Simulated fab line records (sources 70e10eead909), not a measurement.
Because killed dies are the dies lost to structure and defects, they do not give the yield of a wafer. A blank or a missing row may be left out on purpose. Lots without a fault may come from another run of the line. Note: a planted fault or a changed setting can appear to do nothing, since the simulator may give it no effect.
What tool caused it?	flow nand_harc	11 lots with 33 wafers sampled at 5 steps, on a route of 1302 steps

== WHAT THE GAUGES READ, wafer by wafer ==
NHARC_END_SORT_01. Usual: killed_at_array 57, standard deviation 20; killed_at_other 1.0, standard deviation 1.5; killed_at_periphery 3.5, standard deviation 2.5; killed_dies 62, standard deviation 21; killed_open 3.5, standard deviation 1.9; killed_short 2.4, standard deviation 1.6.
lot	measured	on	killed_at_array	killed_at_other	killed_at_periphery	killed_dies	killed_open	killed_short	flag
L416	day 24 23:26	prober-02	100 77 100	0 0 2	1 1 1	101 78 103	2 0 5	2 4 3	
L418	day 25 14:14	prober-02	73 78 74	2 0 1	7 5 3	82 83 78	4 2 3	2 2 4	
L424	day 28 14:28	prober-02	82 92 75	3 5 6	4 0 3	89 97 84	2 1 1	4 3 1	
L428	day 29 22:08	prober-01	70 68 48	8 1 3	9 2 1	87 71 52	4 1 3	2 0 1	
L430	day 30 15:40	prober-02	59 54 52	0 0 0	2 1 3	61 55 55	3 3 7	1 3 3	
L433	day 32 20:56	prober-01	69 75 61	0 1 0	0 1 5	69 77 66	2 6 4	1 2 4	
L435	day 32 22:36	prober-02	52 53 64	0 0 0	3 3 5	55 56 69	4 2 5	4 6 2	
L434	day 33 04:50	prober-01	33 35 28	2 1 0	4 2 5	39 38 33	5 3 2	3 3 1	
L436	day 33 12:11	prober-02	36 25 32	1 0 0	10 12 10	47 37 42	1 3 6	3 1 4	
L438	day 34 01:31	prober-02	73 71 69	0 0 0	5 1 0	78 72 69	9 3 3	1 0 1	
L437	day 34 01:32	prober-01	47 41 51	1 2 2	8 1 2	56 44 55	1 4 6	3 2 2	

== EACH LOT AND THE TOOL THAT RAN IT (in order: tool; ch and the chambers of the sampled wafers; start) ==
lot	NHARC_A_CHANNEL_HOLE_D2_ETCH_39	NHARC_A_CHANNEL_HOLE_D2_ETCH_23	NHARC_A_CHANNEL_HOLE_D2_ETCH_25	NHARC_A_CHANNEL_FILL_D2_ALD_03
L416	rie_diel-12 ch 1,2, day 13 18:33 or earlier	har_etch-02 ch 0,1, day 13 18:33	har_etch-02 ch 0,1, day 13 20:02	ald_sin_batch-01 ch 0, day 14 03:10
L418	rie_diel-05 ch 0,2,3, day 14 10:53 or earlier	har_etch-02 ch 0,1, day 14 10:53	har_etch-02 ch 0,1, day 14 12:20	ald_sin_batch-03 ch 0, day 14 18:46
L424	rie_diel-12 ch 1,2,3, day 17 11:10 or earlier	har_etch-01 ch 0,1, day 17 11:10	har_etch-01 ch 0,1, day 17 12:37	ald_sin_batch-02 ch 0, day 17 19:27
L428	rie_diel-02 ch 0,1,3, day 18 10:15 or earlier	har_etch-01 ch 0,1, day 18 10:15	har_etch-01 ch 0,1, day 18 11:47	ald_sin_batch-02 ch 0, day 18 18:07
L430	rie_diel-05 ch 1,2, day 19 18:25 or earlier	har_etch-01 ch 0,1, day 19 18:25	har_etch-01 ch 0,1, day 19 19:52	ald_sin_batch-02 ch 0, day 20 05:12
L433	rie_diel-05 ch 0,1,3, day 21 05:45 or earlier	har_etch-01 ch 0,1, day 21 05:45	har_etch-01 ch 0,1, day 21 07:13	ald_sin_batch-03 ch 0, day 21 14:23
L435	rie_diel-12 ch 0,2,3, day 21 15:56 or earlier	har_etch-01 ch 0,1, day 21 15:56	har_etch-01 ch 0,1, day 21 17:29	ald_sin_batch-03 ch 0, day 21 23:29
L434	rie_diel-05 ch 1,3, day 21 18:08 or earlier	har_etch-02 ch 0, day 21 18:08	har_etch-02 ch 0, day 21 19:40	ald_sin_batch-03 ch 0, day 21 23:29
L436	rie_diel-12 ch 0,2,3, day 22 12:15 or earlier	har_etch-02 ch 0,1, day 22 12:15	har_etch-02 ch 0,1, day 22 13:42	ald_sin_batch-02 ch 0, day 22 20:08
L438	rie_diel-12 ch 2,3, day 22 19:55 or earlier	har_etch-01 ch 0,1, day 22 19:55	har_etch-01 ch 0,1, day 22 21:22	ald_sin_batch-02 ch 0, day 23 03:49
L437	rie_diel-05 ch 1,2, day 22 20:34 or earlier	har_etch-02 ch 0,1, day 22 20:34	har_etch-02 ch 0,1, day 22 22:01	ald_sin_batch-02 ch 0, day 23 03:49
- NHARC_A_CHANNEL_HOLE_D2_ETCH_39: etches the open film in N2/H2, target depth 260 nm, time 325 s.
- NHARC_A_CHANNEL_HOLE_D2_ETCH_23: etches the open film in C4F8/O2/Ar, time 819 s, target depth 1600 nm.
- NHARC_A_CHANNEL_HOLE_D2_ETCH_25: etches the open film in C4F8/O2/Ar, time 1040.2 s, target depth 1500 nm.
- NHARC_A_CHANNEL_FILL_D2_ALD_03: deposits SiNx, target thk 6 nm, pulse time 60 s, ald cycles 58.

== WHAT THE TOOLS THEMSELVES READ (means of the sampled wafers that have a number; where no wafer has one, the mark that the record gives instead) ==
NHARC_A_CHANNEL_HOLE_D2_ETCH_39. Usual: drypump_motor_current_A 5.6 A, standard deviation 0.36; mfc_ar_sccm 0.009 sccm, standard deviation 0.01; oes_product_au 0.999 a.u., standard deviation 0.011; rf_vpp_V 430.4 V, standard deviation 2.6; showerhead_plenum_p_Torr 2.04 Torr, standard deviation 0.092; throttle_valve_pct 14.171 %, standard deviation 0.0094.
lot	tool	drypump_motor_current_A (A)	mfc_ar_sccm (sccm)	oes_product_au (a.u.)	rf_vpp_V (V)	showerhead_plenum_p_Torr (Torr)	throttle_valve_pct (%)	flag
L416	rie_diel-12	5.5	0.004	1.004	428.3	1.97	14.176	
L418	rie_diel-05	5.7	0.006	0.997	431.0	2.08	14.177	
L424	rie_diel-12	5.8	0.012	1.008	428.0	1.96	14.176	
L428	rie_diel-02	5.5	0.018	0.994	430.5	2.05	14.166	
L430	rie_diel-05	5.6	0.000	0.997	429.7	2.01	14.167	
L433	rie_diel-05	5.6	0.006	0.988	433.5	2.13	14.175	
L435	rie_diel-12	5.5	0.008	0.998	428.8	2.01	14.182	
L434	rie_diel-05	5.7	0.000	1.002	432.2	2.12	14.169	
L436	rie_diel-12	5.5	0.008	0.999	428.9	2.01	14.167	
L438	rie_diel-12	5.6	0.017	0.995	427.4	1.94	14.169	
L437	rie_diel-05	5.5	0.000	0.987	431.2	2.07	14.174	

NHARC_A_CHANNEL_HOLE_D2_ETCH_23. Usual: c4f8_flow_sccm 89.33 sccm, standard deviation 0.28; drypump_motor_current_A 5.58 A, standard deviation 0.11; mfc_ar_sccm 375.1 sccm, standard deviation 1.1; showerhead_plenum_p_Torr 3.66 Torr, standard deviation 0.11; throttle_valve_pct 32.155 %, standard deviation 0.0099.
lot	tool	c4f8_flow_sccm (sccm)	drypump_motor_current_A (A)	mfc_ar_sccm (sccm)	showerhead_plenum_p_Torr (Torr)	throttle_valve_pct (%)	flag
L416	har_etch-02	89.20	5.59	375.4	3.65	32.148	
L418	har_etch-02	89.14	5.55	375.3	3.63	32.150	
L424	har_etch-01	89.23	5.56	376.3	3.63	32.157	
L428	har_etch-01	89.52	5.67	375.1	3.58	32.163	
L430	har_etch-01	89.31	5.66	374.7	3.57	32.150	
L433	har_etch-01	89.63	5.64	374.6	3.56	32.153	
L435	har_etch-01	89.64	5.54	374.8	3.60	32.144	
L434	har_etch-02	89.56	5.62	376.4	3.61	32.150	
L436	har_etch-02	89.34	5.52	374.5	3.80	32.156	
L438	har_etch-01	89.63	5.56	374.2	3.59	32.160	
L437	har_etch-02	89.13	5.57	376.2	3.70	32.157	

NHARC_A_CHANNEL_HOLE_D2_ETCH_25. Usual: c4f8_flow_sccm 93.77 sccm, standard deviation 0.29; drypump_motor_current_A 5.58 A, standard deviation 0.11; mfc_ar_sccm 375.0 sccm, standard deviation 1; showerhead_plenum_p_Torr 3.65 Torr, standard deviation 0.11; throttle_valve_pct 32.235 %, standard deviation 0.0094.
lot	tool	c4f8_flow_sccm (sccm)	drypump_motor_current_A (A)	mfc_ar_sccm (sccm)	showerhead_plenum_p_Torr (Torr)	throttle_valve_pct (%)	flag
L416	har_etch-02	93.60	5.56	374.4	3.64	32.233	
L418	har_etch-02	93.93	5.54	375.1	3.62	32.236	
L424	har_etch-01	93.40	5.56	375.0	3.62	32.241	
L428	har_etch-01	93.68	5.65	376.1	3.58	32.241	
L430	har_etch-01	93.75	5.63	374.4	3.57	32.227	
L433	har_etch-01	93.70	5.63	374.3	3.56	32.225	
L435	har_etch-01	93.90	5.58	375.2	3.59	32.233	
L434	har_etch-02	93.54	5.62	375.0	3.60	32.241	
L436	har_etch-02	93.63	5.53	374.6	3.79	32.231	
L438	har_etch-01	93.65	5.55	375.6	3.58	32.231	
L437	har_etch-02	94.06	5.57	376.4	3.69	32.230	

NHARC_A_CHANNEL_FILL_D2_ALD_03. Usual: precursor_pulse_height_rel 1.003, standard deviation 0.02.
lot	tool	precursor_pulse_height_rel	flag
L416	ald_sin_batch-01	1.014	
L418	ald_sin_batch-03	0.987	
L424	ald_sin_batch-02	1.010	
L428	ald_sin_batch-02	1.020	
L430	ald_sin_batch-02	1.015	
L433	ald_sin_batch-03	0.990	
L435	ald_sin_batch-03	1.015	
L434	ald_sin_batch-03	0.972	
L436	ald_sin_batch-02	0.993	
L438	ald_sin_batch-02	1.030	
L437	ald_sin_batch-02	1.013	

== THE ANSWER, worked out from the rows above alone ==
Rule: lot off if the mean of its wafers having a number is beyond 3 standard deviations from the usual mean. A lot without any number at a reading at which 4 lots or more have one is off too. All remaining lots with rows at the step are treated as sound. First the gauges in route order, then the tools' own readings, where a lot's mean is used as printed above. At the first step where some lot is off, the reading lying furthest off is the one used; lots without a number count as furthest.
Nothing can be told from this: no lot is off at any reading shown.

== WHAT THE SIMULATOR PUT IN ==
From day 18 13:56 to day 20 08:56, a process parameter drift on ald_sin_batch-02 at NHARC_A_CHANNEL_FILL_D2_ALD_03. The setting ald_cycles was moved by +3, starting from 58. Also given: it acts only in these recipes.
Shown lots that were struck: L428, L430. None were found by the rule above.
